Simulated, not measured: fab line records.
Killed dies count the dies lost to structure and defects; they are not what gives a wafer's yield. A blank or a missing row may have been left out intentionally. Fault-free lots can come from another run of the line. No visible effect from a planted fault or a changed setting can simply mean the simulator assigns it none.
Which tool was responsible? -- flow n5Finfet -- 9 lots with 27 wafers sampled at 3 steps, on a route of 1938 steps

== WHAT EACH GAUGE READ, for each wafer ==
N5_BEOL_M6_INSPECT_30: inspects for defects (brightfield). Usual: 421 for rawDefectCount, sd 93.
lot,measured,on,rawDefectCount,flag
L321,day 9 02:43,defectInspect-01,468 492 460,
L323,day 9 14:22,defectInspect-02,355 431 493,
L324,day 10 09:22,defectInspect-02,390 506 369,
L326,day 10 13:42,defectInspect-02,1234 293 285,
L335,day 12 08:52,defectInspect-01,418 419 422,
L337,day 13 11:56,defectInspect-02,294 420 299,
L338,day 13 16:31,defectInspect-02,287 363 267,
L341,day 13 23:08,defectInspect-01,368 346 268,
L342,day 14 03:47,defectInspect-01,509 503 351,

== WHICH TOOL RAN EACH LOT (tool, then ch and the chambers of the sampled wafers, then the start) ==
lot,N5_BEOL_M6_HM_DEP_02,N5_BEOL_M6_STRIP_19
L321,"pvdSputter-03, day 9 01:18","rieDiel-03 ch 0,1,2, day 9 02:15"
L323,"pvdSputter-01, day 9 12:35","rieDiel-04 ch 1,3, day 9 13:39"
L324,"pvdSputter-02, day 10 06:01","rieDiel-05 ch 2,3, day 10 06:52"
L326,"pvdSputter-02, day 10 09:37","rieDiel-05 ch 1,2, day 10 11:30"
L335,"pvdSputter-02, day 12 06:51","rieDiel-03 ch 0,2,3, day 12 07:50"
L337,"pvdSputter-03, day 13 10:11","rieDiel-04 ch 0,1,2, day 13 11:10"
L338,"pvdSputter-02, day 13 14:29","rieDiel-05 ch 1,3, day 13 15:28"
L341,"pvdSputter-02, day 13 21:40","rieDiel-05 ch 0,1, day 13 22:38"
L342,"pvdSputter-02, day 14 02:08","rieDiel-04 ch 0,3, day 14 03:07"
- N5_BEOL_M6_HM_DEP_02: deposits TiN, target thk 20 nm.
- N5_BEOL_M6_STRIP_19: strips in O2.

== WHAT THE TOOLS THEMSELVES READ (means of the sampled wafers that have a number; where no wafer has one, the mark that the record gives instead) ==
N5_BEOL_M6_HM_DEP_02. Usual: substrateTempC 24.99 C, standard deviation 0.11; throttleValvePct 30.0 %, standard deviation 1.1.
lot,tool,substrateTempC (C),throttleValvePct (%),flag
L321,pvdSputter-03,24.94,30.5,
L323,pvdSputter-01,25.08,30.2,
L324,pvdSputter-02,24.99,30.2,
L326,pvdSputter-02,24.90,29.4,
L335,pvdSputter-02,24.95,29.5,
L337,pvdSputter-03,25.07,30.5,
L338,pvdSputter-02,24.97,28.8,
L341,pvdSputter-02,24.99,30.1,
L342,pvdSputter-02,25.06,29.4,

N5_BEOL_M6_STRIP_19. Usual: chamberPressureMTorr 30.00 mTorr, standard deviation 0.031; drypumpMotorCurrentA 5.8 A, standard deviation 0.43; oesProductAu 0.81 a.u., standard deviation 0.09; rfVppV 3.7 V, standard deviation 0.61; showerheadPlenumPTorr 2.11 Torr, standard deviation 0.077; throttleValvePct 16.64 %, standard deviation 0.26.
lot,tool,chamberPressureMTorr (mTorr),drypumpMotorCurrentA (A),oesProductAu (a.u.),rfVppV (V),showerheadPlenumPTorr (Torr),throttleValvePct (%),flag
L321,rieDiel-03,30.00,5.8,0.81,3.4,2.06,16.62,
L323,rieDiel-04,29.99,6.2,0.81,3.9,2.21,16.91,
L324,rieDiel-05,30.02,5.5,0.72,3.7,2.11,16.70,
L326,rieDiel-05,29.99,5.4,0.81,3.2,2.03,16.47,
L335,rieDiel-03,29.99,6.2,0.77,3.9,2.04,16.67,
L337,rieDiel-04,29.99,6.0,0.87,3.8,2.17,16.66,
L338,rieDiel-05,30.00,5.7,0.73,3.4,2.12,16.85,
L341,rieDiel-05,30.04,5.5,0.80,3.1,2.07,16.30,
L342,rieDiel-04,29.99,5.8,0.90,4.0,2.07,16.69,

== THE ANSWER, worked out from the rows above alone ==
Rule: lot off if the mean of its wafers having a number is beyond 3 standard deviations from the usual mean. A lot without any number at a reading at which 4 lots or more have one is off too. The other lots that the step has rows for count as sound. The gauges are gone through in route order, then the tools' own readings, and for those a lot's mean is taken as printed above. At the first step where some lot is off, the reading lying furthest off is the one used; lots without a number count as furthest.
None of the lots is off at any reading shown; this tells nothing.

== WHAT HAD BEEN PUT IN BY THE SIMULATOR ==
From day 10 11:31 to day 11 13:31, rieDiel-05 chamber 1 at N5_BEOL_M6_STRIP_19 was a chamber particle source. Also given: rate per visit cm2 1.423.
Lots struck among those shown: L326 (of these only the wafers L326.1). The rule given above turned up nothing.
